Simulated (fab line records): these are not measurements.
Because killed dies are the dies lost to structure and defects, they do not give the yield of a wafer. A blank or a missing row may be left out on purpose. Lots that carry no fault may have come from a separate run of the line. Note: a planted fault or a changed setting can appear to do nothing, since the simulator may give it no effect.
Chamber matching / flow nandHarc / NHARC_P_GATE_STRIP_101 on rieDiel-02: 4 sister chambers
The step strips in O2, time 20 s. 24 wafers are shown with their chamber, then 12 later ones without.

== WAFERS, EACH WITH ITS CHAMBER ==
wafer=L076.1; chamber=2; drypumpMotorCurrentA (A)=6.2; showerheadPlenumPTorr (Torr)=3.47; oesProductAu (a.u.)=0.983
wafer=L076.5; chamber=1; drypumpMotorCurrentA (A)=5.5; showerheadPlenumPTorr (Torr)=3.70; oesProductAu (a.u.)=0.992
wafer=L076.6; chamber=2; drypumpMotorCurrentA (A)=6.2; showerheadPlenumPTorr (Torr)=3.47; oesProductAu (a.u.)=0.989
wafer=L081.2; chamber=3; drypumpMotorCurrentA (A)=5.1; showerheadPlenumPTorr (Torr)=3.63; oesProductAu (a.u.)=0.982
wafer=L081.3; chamber=0; drypumpMotorCurrentA (A)=5.5; showerheadPlenumPTorr (Torr)=3.55; oesProductAu (a.u.)=0.991
wafer=L081.4; chamber=2; drypumpMotorCurrentA (A)=6.2; showerheadPlenumPTorr (Torr)=3.47; oesProductAu (a.u.)=0.976
wafer=L081.1; chamber=1; drypumpMotorCurrentA (A)=5.5; showerheadPlenumPTorr (Torr)=3.69; oesProductAu (a.u.)=0.983
wafer=L081.5; chamber=2; drypumpMotorCurrentA (A)=6.1; showerheadPlenumPTorr (Torr)=3.47; oesProductAu (a.u.)=0.980
wafer=L081.6; chamber=3; drypumpMotorCurrentA (A)=5.1; showerheadPlenumPTorr (Torr)=3.63; oesProductAu (a.u.)=0.983
wafer=L086.1; chamber=3; drypumpMotorCurrentA (A)=5.1; showerheadPlenumPTorr (Torr)=3.63; oesProductAu (a.u.)=1.002
wafer=L086.5; chamber=3; drypumpMotorCurrentA (A)=5.1; showerheadPlenumPTorr (Torr)=3.63; oesProductAu (a.u.)=1.008
wafer=L086.6; chamber=0; drypumpMotorCurrentA (A)=5.5; showerheadPlenumPTorr (Torr)=3.55; oesProductAu (a.u.)=0.998
wafer=L086.2; chamber=2; drypumpMotorCurrentA (A)=6.2; showerheadPlenumPTorr (Torr)=3.47; oesProductAu (a.u.)=0.992
wafer=L086.3; chamber=0; drypumpMotorCurrentA (A)=5.5; showerheadPlenumPTorr (Torr)=3.55; oesProductAu (a.u.)=0.992
wafer=L086.4; chamber=1; drypumpMotorCurrentA (A)=5.5; showerheadPlenumPTorr (Torr)=3.69; oesProductAu (a.u.)=1.015
wafer=L087.1; chamber=2; drypumpMotorCurrentA (A)=6.1; showerheadPlenumPTorr (Torr)=3.47; oesProductAu (a.u.)=0.987
wafer=L087.3; chamber=0; drypumpMotorCurrentA (A)=5.5; showerheadPlenumPTorr (Torr)=3.55; oesProductAu (a.u.)=0.998
wafer=L087.5; chamber=1; drypumpMotorCurrentA (A)=5.5; showerheadPlenumPTorr (Torr)=3.69; oesProductAu (a.u.)=1.007
wafer=L088.3; chamber=0; drypumpMotorCurrentA (A)=5.5; showerheadPlenumPTorr (Torr)=3.55; oesProductAu (a.u.)=0.990
wafer=L088.5; chamber=3; drypumpMotorCurrentA (A)=5.1; showerheadPlenumPTorr (Torr)=3.63; oesProductAu (a.u.)=1.005
wafer=L088.6; chamber=2; drypumpMotorCurrentA (A)=6.2; showerheadPlenumPTorr (Torr)=3.47; oesProductAu (a.u.)=0.990
wafer=L091.1; chamber=1; drypumpMotorCurrentA (A)=5.5; showerheadPlenumPTorr (Torr)=3.69; oesProductAu (a.u.)=1.008
wafer=L091.3; chamber=0; drypumpMotorCurrentA (A)=5.5; showerheadPlenumPTorr (Torr)=3.54; oesProductAu (a.u.)=0.996
wafer=L091.4; chamber=3; drypumpMotorCurrentA (A)=5.1; showerheadPlenumPTorr (Torr)=3.62; oesProductAu (a.u.)=1.005

SIGNATURES, as means of the wafers listed above
reading=drypumpMotorCurrentA; chamber 0=5.500; chamber 1=5.500; chamber 2=6.171; chamber 3=5.100; scatter within a chamber=0.0267
reading=showerheadPlenumPTorr; chamber 0=3.5483; chamber 1=3.6920; chamber 2=3.4700; chamber 3=3.6283; scatter within a chamber=0.00351
reading=oesProductAu; chamber 0=0.99417; chamber 1=1.00100; chamber 2=0.98529; chamber 3=0.99750; scatter within a chamber=0.00908
Rule: for each reading, subtract the chamber's mean from the wafer's reading, divide by that reading's scatter and square the result; add these up over the readings and take the root, which gives the wafer's distance from the chamber. The wafer belongs to the nearest chamber; if the next one is less than 2 further off, it can't be placed. The scatter is the square root of a quotient: the sum, over the shown wafers, of each reading's squared deviation from its chamber's mean, divided by wafers minus chambers.

== WAFERS WHOSE CHAMBER IS MISSING ==
wafer=L096.3; drypumpMotorCurrentA (A)=6.1; showerheadPlenumPTorr (Torr)=3.46; oesProductAu (a.u.)=0.991
wafer=L096.5; drypumpMotorCurrentA (A)=5.1; showerheadPlenumPTorr (Torr)=3.62; oesProductAu (a.u.)=0.994
wafer=L096.6; drypumpMotorCurrentA (A)=6.1; showerheadPlenumPTorr (Torr)=3.46; oesProductAu (a.u.)=0.979
wafer=L096.1; drypumpMotorCurrentA (A)=5.5; showerheadPlenumPTorr (Torr)=3.68; oesProductAu (a.u.)=1.005
wafer=L096.2; drypumpMotorCurrentA (A)=5.1; showerheadPlenumPTorr (Torr)=3.62; oesProductAu (a.u.)=1.011
wafer=L096.4; drypumpMotorCurrentA (A)=5.5; showerheadPlenumPTorr (Torr)=3.54; oesProductAu (a.u.)=0.985
wafer=L097.2; drypumpMotorCurrentA (A)=5.5; showerheadPlenumPTorr (Torr)=3.54; oesProductAu (a.u.)=0.991
wafer=L097.3; drypumpMotorCurrentA (A)=6.2; showerheadPlenumPTorr (Torr)=3.46; oesProductAu (a.u.)=0.979
wafer=L097.4; drypumpMotorCurrentA (A)=5.5; showerheadPlenumPTorr (Torr)=3.68; oesProductAu (a.u.)=1.008
wafer=L097.1; drypumpMotorCurrentA (A)=5.1; showerheadPlenumPTorr (Torr)=3.62; oesProductAu (a.u.)=0.998
wafer=L097.5; drypumpMotorCurrentA (A)=6.2; showerheadPlenumPTorr (Torr)=3.46; oesProductAu (a.u.)=0.985
wafer=L097.6; drypumpMotorCurrentA (A)=5.5; showerheadPlenumPTorr (Torr)=3.69; oesProductAu (a.u.)=1.001

== THE CHAMBER EACH PASSED THROUGH ==
wafer=L096.3; from the rows above=2; in truth=2
wafer=L096.5; from the rows above=3; in truth=3
wafer=L096.6; from the rows above=2; in truth=2
wafer=L096.1; from the rows above=1; in truth=1
wafer=L096.2; from the rows above=3; in truth=3
wafer=L096.4; from the rows above=0; in truth=0
wafer=L097.2; from the rows above=0; in truth=0
wafer=L097.3; from the rows above=2; in truth=2
wafer=L097.4; from the rows above=1; in truth=1
wafer=L097.1; from the rows above=3; in truth=3
wafer=L097.5; from the rows above=2; in truth=2
wafer=L097.6; from the rows above=1; in truth=1
12 of 12 placed correctly. Left unplaced by these rows: 0. Wrongly placed: 0.
